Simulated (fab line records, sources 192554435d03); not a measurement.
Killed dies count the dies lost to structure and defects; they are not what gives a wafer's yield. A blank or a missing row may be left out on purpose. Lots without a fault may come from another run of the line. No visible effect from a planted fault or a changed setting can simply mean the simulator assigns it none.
Which tool did it? :: flow n5_finfet :: 24 lots, 72 wafers sampled, at 3 steps of a route of 1938

WHAT THE GAUGES READ, wafer by wafer
N5_BEOL_M14_CD_MEAS_28: the cd target is 284.4 nm.
lot: L075
measured: day 11 21:43
on: cd_sem-01
cd_nm (nm): 285.7 283.7 285.0

lot: L074
measured: day 12 06:48
on: cd_sem-01
cd_nm (nm): 284.0 283.9 280.8

lot: L078
measured: day 12 15:38
on: cd_sem-01
cd_nm (nm): 280.5 279.0 281.0

lot: L076
measured: day 12 20:47
on: cd_sem-03
cd_nm (nm): 285.5 285.7 286.1

lot: L079
measured: day 12 22:41
on: cd_sem-02
cd_nm (nm): 283.2 285.4 282.6

lot: L077
measured: day 13 01:53
on: cd_sem-02
cd_nm (nm): 287.2 285.4 285.7

lot: L081
measured: day 13 02:08
on: cd_sem-02
cd_nm (nm): 283.4 284.3 281.9

lot: L080
measured: day 13 06:37
on: cd_sem-01
cd_nm (nm): 284.3 284.2 284.4

lot: L082
measured: day 13 21:21
on: cd_sem-01
cd_nm (nm): 284.3 282.7 283.7

lot: L083
measured: day 13 23:41
on: cd_sem-02
cd_nm (nm): 282.7 284.7 284.3

lot: L085
measured: day 13 23:43
on: cd_sem-03
cd_nm (nm): 281.4 279.1 279.5

lot: L084
measured: day 14 02:25
on: cd_sem-01
cd_nm (nm): 283.2 284.5 282.1

lot: L087
measured: day 14 18:23
on: cd_sem-02
cd_nm (nm): 280.2 282.7 280.2

lot: L086
measured: day 15 05:00
on: cd_sem-02
cd_nm (nm): 282.8 280.7 280.5

lot: L088
measured: day 15 12:00
on: cd_sem-03
cd_nm (nm): 282.5 286.2 288.2

lot: L090
measured: day 15 13:09
on: cd_sem-03
cd_nm (nm): 281.5 286.2 284.8

lot: L093
measured: day 16 06:58
on: cd_sem-03
cd_nm (nm): 282.6 285.5 284.5

lot: L092
measured: day 16 07:22
on: cd_sem-03
cd_nm (nm): 283.1 282.8 282.4

lot: L094
measured: day 16 07:35
on: cd_sem-01
cd_nm (nm): 281.3 284.1 284.2

lot: L091
measured: day 16 07:49
on: cd_sem-03
cd_nm (nm): 288.0 286.8 286.1

lot: L089
measured: day 16 08:07
on: cd_sem-03
cd_nm (nm): 284.1 282.8 285.9

lot: L095
measured: day 17 04:23
on: cd_sem-02
cd_nm (nm): 285.0 283.7 286.7

lot: L096
measured: day 17 07:05
on: cd_sem-01
cd_nm (nm): 285.5 284.7 287.0

lot: L097
measured: day 17 10:14
on: cd_sem-02
cd_nm (nm): 283.0 285.8 285.8

N5_BEOL_M14_INSPECT_30: inspects for defects (macro).
lot: L075
measured: day 11 21:47
on: defect_inspect-02
raw_defect_count: 0 2 2

lot: L074
measured: day 12 06:52
on: defect_inspect-01
raw_defect_count: 2 1 4

lot: L078
measured: day 12 15:41
on: defect_inspect-01
raw_defect_count: 2 1 1

lot: L076
measured: day 12 20:50
on: defect_inspect-02
raw_defect_count: 1 0 2

lot: L079
measured: day 12 22:44
on: defect_inspect-02
raw_defect_count: 0 2 4

lot: L077
measured: day 13 01:56
on: defect_inspect-01
raw_defect_count: 1 2 4

lot: L081
measured: day 13 02:11
on: defect_inspect-01
raw_defect_count: 4 0 2

lot: L080
measured: day 13 06:40
on: defect_inspect-02
raw_defect_count: 3 0 1

lot: L082
measured: day 13 21:24
on: defect_inspect-01
raw_defect_count: 0 2 1

lot: L083
measured: day 13 23:44
on: defect_inspect-01
raw_defect_count: 1 3 2

lot: L085
measured: day 13 23:46
on: defect_inspect-01
raw_defect_count: 1 2 2

lot: L084
measured: day 14 02:28
on: defect_inspect-02
raw_defect_count: 2 0 2

lot: L087
measured: day 14 18:26
on: defect_inspect-02
raw_defect_count: 2 1 2

lot: L086
measured: day 15 05:03
on: defect_inspect-01
raw_defect_count: 5 3 3

lot: L088
measured: day 15 12:04
on: defect_inspect-02
raw_defect_count: 2 1 3

lot: L090
measured: day 15 13:13
on: defect_inspect-01
raw_defect_count: 2 2 2

lot: L093
measured: day 16 07:01
on: defect_inspect-01
raw_defect_count: 5 1 2

lot: L092
measured: day 16 07:25
on: defect_inspect-02
raw_defect_count: 1 2 2

lot: L094
measured: day 16 07:38
on: defect_inspect-01
raw_defect_count: 2 4 1

lot: L091
measured: day 16 07:52
on: defect_inspect-02
raw_defect_count: 2 0 1

lot: L089
measured: day 16 08:10
on: defect_inspect-01
raw_defect_count: 0 3 4

lot: L095
measured: day 17 04:26
on: defect_inspect-01
raw_defect_count: 1 3 5

lot: L096
measured: day 17 07:09
on: defect_inspect-01
raw_defect_count: 2 2 6

lot: L097
measured: day 17 10:17
on: defect_inspect-01
raw_defect_count: 0 1 4

TOOL THAT RAN EACH LOT (tool first, then ch and the chambers of the sampled wafers, then the start)
lot: L075
N5_BEOL_M13_SPUTTER_43: pvd_sputter-01, day 11 18:46

lot: L074
N5_BEOL_M13_SPUTTER_43: pvd_sputter-02, day 12 03:52

lot: L078
N5_BEOL_M13_SPUTTER_43: pvd_sputter-01, day 12 12:58

lot: L076
N5_BEOL_M13_SPUTTER_43: pvd_sputter-02, day 12 18:13

lot: L079
N5_BEOL_M13_SPUTTER_43: pvd_sputter-01, day 12 19:59

lot: L077
N5_BEOL_M13_SPUTTER_43: pvd_sputter-03, day 12 22:58

lot: L081
N5_BEOL_M13_SPUTTER_43: pvd_sputter-02, day 12 23:17

lot: L080
N5_BEOL_M13_SPUTTER_43: pvd_sputter-03, day 13 03:43

lot: L082
N5_BEOL_M13_SPUTTER_43: pvd_sputter-01, day 13 18:24

lot: L083
N5_BEOL_M13_SPUTTER_43: pvd_sputter-01, day 13 21:06

lot: L085
N5_BEOL_M13_SPUTTER_43: pvd_sputter-02, day 13 21:08

lot: L084
N5_BEOL_M13_SPUTTER_43: pvd_sputter-02, day 13 23:47

lot: L087
N5_BEOL_M13_SPUTTER_43: pvd_sputter-03, day 14 15:29

lot: L086
N5_BEOL_M13_SPUTTER_43: pvd_sputter-03, day 14 23:12

lot: L088
N5_BEOL_M13_SPUTTER_43: pvd_sputter-01, day 15 09:26

lot: L090
N5_BEOL_M13_SPUTTER_43: pvd_sputter-03, day 15 09:56

lot: L093
N5_BEOL_M13_SPUTTER_43: pvd_sputter-02, day 16 03:20

lot: L092
N5_BEOL_M13_SPUTTER_43: pvd_sputter-02, day 16 03:39

lot: L094
N5_BEOL_M13_SPUTTER_43: pvd_sputter-01, day 16 03:56

lot: L091
N5_BEOL_M13_SPUTTER_43: pvd_sputter-02, day 16 03:58

lot: L089
N5_BEOL_M13_SPUTTER_43: pvd_sputter-02, day 16 04:17

lot: L095
N5_BEOL_M13_SPUTTER_43: pvd_sputter-01, day 17 01:41

lot: L096
N5_BEOL_M13_SPUTTER_43: pvd_sputter-02, day 17 04:17

lot: L097
N5_BEOL_M13_SPUTTER_43: pvd_sputter-01, day 17 07:32
- N5_BEOL_M13_SPUTTER_43: material TaN, target thk 15 nm, time 24.19 s.

AS READ BY THE TOOLS THEMSELVES (means over the sampled wafers that have a number; for cases with no such wafer, the mark the record gives instead)
N5_BEOL_M13_SPUTTER_43.
lot: L075
tool: pvd_sputter-01
susceptor_temp_C (C): 49.96
throttle_valve_pct (%): 29.2

lot: L074
tool: pvd_sputter-02
susceptor_temp_C (C): 50.09
throttle_valve_pct (%): 29.7

lot: L078
tool: pvd_sputter-01
susceptor_temp_C (C): 50.00
throttle_valve_pct (%): 29.8

lot: L076
tool: pvd_sputter-02
susceptor_temp_C (C): 50.10
throttle_valve_pct (%): 28.9

lot: L079
tool: pvd_sputter-01
susceptor_temp_C (C): 50.08
throttle_valve_pct (%): 29.6

lot: L077
tool: pvd_sputter-03
susceptor_temp_C (C): 50.08
throttle_valve_pct (%): 30.1

lot: L081
tool: pvd_sputter-02
susceptor_temp_C (C): 50.07
throttle_valve_pct (%): 29.6

lot: L080
tool: pvd_sputter-03
susceptor_temp_C (C): 50.07
throttle_valve_pct (%): 30.1

lot: L082
tool: pvd_sputter-01
susceptor_temp_C (C): 50.02
throttle_valve_pct (%): 30.2

lot: L083
tool: pvd_sputter-01
susceptor_temp_C (C): 49.94
throttle_valve_pct (%): 30.8

lot: L085
tool: pvd_sputter-02
susceptor_temp_C (C): 49.94
throttle_valve_pct (%): 29.4

lot: L084
tool: pvd_sputter-02
susceptor_temp_C (C): 49.96
throttle_valve_pct (%): 29.0

lot: L087
tool: pvd_sputter-03
susceptor_temp_C (C): 50.07
throttle_valve_pct (%): 30.2

lot: L086
tool: pvd_sputter-03
susceptor_temp_C (C): 49.96
throttle_valve_pct (%): 30.1

lot: L088
tool: pvd_sputter-01
susceptor_temp_C (C): 49.99
throttle_valve_pct (%): 30.1

lot: L090
tool: pvd_sputter-03
susceptor_temp_C (C): 50.23
throttle_valve_pct (%): 30.2

lot: L093
tool: pvd_sputter-02
susceptor_temp_C (C): 50.08
throttle_valve_pct (%): 30.0

lot: L092
tool: pvd_sputter-02
susceptor_temp_C (C): 50.00
throttle_valve_pct (%): 30.0

lot: L094
tool: pvd_sputter-01
susceptor_temp_C (C): 49.83
throttle_valve_pct (%): 29.8

lot: L091
tool: pvd_sputter-02
susceptor_temp_C (C): 49.98
throttle_valve_pct (%): 29.9

lot: L089
tool: pvd_sputter-02
susceptor_temp_C (C): 50.05
throttle_valve_pct (%): 29.1

lot: L095
tool: pvd_sputter-01
susceptor_temp_C (C): 50.05
throttle_valve_pct (%): 30.2

lot: L096
tool: pvd_sputter-02
susceptor_temp_C (C): 50.06
throttle_valve_pct (%): 29.1

lot: L097
tool: pvd_sputter-01
susceptor_temp_C (C): 49.90
throttle_valve_pct (%): 30.4

THE ANSWER, worked out from the rows above alone
Rule: the lots themselves supply what counts as usual. The widest of any qualifying gaps counts: lots, ordered by their means at a reading, are off when they make up no more than a third of the lots, leave a main group of 4 or more, and stand apart from it by 3 or more times the standard deviation of that group's means. If all means in a main group match to the digits the tables above print for the reading, that group is not used. A lot without any number at a reading at which 4 lots or more have one is off too. All remaining lots with rows at the step are treated as sound. First the gauges in route order, then the tools' own readings, where a lot's mean is used as printed above. The first step at which some lot is off is used, and at that step the reading that is off furthest; a lot without a number counts as furthest.
Nothing can be told from this: no lot is off at any reading shown.

WHAT THE SIMULATOR HAD PUT IN
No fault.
